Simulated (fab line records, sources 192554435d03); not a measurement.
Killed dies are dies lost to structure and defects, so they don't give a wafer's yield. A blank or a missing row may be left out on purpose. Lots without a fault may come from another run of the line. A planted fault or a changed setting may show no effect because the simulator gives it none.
Chamber matching | flow n5_finfet | N5_BEOL_M7_ALD_77 on ald_metal-02: 4 sister chambers
The step deposits TaN, target thk 2 nm, pulse time 2 s, purge time 3 s. 4 wafers are shown with their chamber, then 10 later ones without.

WAFERS WITH THEIR CHAMBER
wafer  | chamber | heater_power_w (W)
L079.1 | 1       | 537
L087.5 | 3       | 502
L087.6 | 2       | 488
L093.5 | 0       | 381

WAFERS WITHOUT THEIR CHAMBER
wafer  | heater_power_w (W)
L093.6 | 485
L096.2 | 377
L096.4 | 521
L096.5 | 529
L097.3 | 527
L097.5 | 531
L097.6 | 505
L091.3 | 495
L091.4 | 369
L091.5 | 540

WHICH CHAMBER EACH WENT THROUGH
wafer  | from the rows above     | in truth
L093.6 | can't be placed: 2 or 3 | 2
L096.2 | 0                       | 0
L096.4 | can't be placed: 1 or 3 | 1
L096.5 | 1                       | 1
L097.3 | can't be placed: 1 or 3 | 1
L097.5 | 1                       | 1
L097.6 | can't be placed: 3 or 2 | 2
L091.3 | can't be placed: 2 or 3 | 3
L091.4 | 0                       | 0
L091.5 | 1                       | 1
Placed correctly: 5 of 10. Can't be placed from these rows: 5 (the true chamber is among the candidates in 5). Placed wrongly: 0.
How it was worked out, from the rows above alone: a wafer's distance from a chamber is the root of the sum, over the readings, of the square of ((its reading less the chamber's mean) divided by the reading's scatter). The wafer belongs to the nearest chamber; if the next one is less than 2 further off, it can't be placed. A chamber's mean is the mean of its shown wafers. The scatter: with one shown wafer a chamber, the root of the mean of the squares of how far each hidden wafer lies from its nearest shown one.
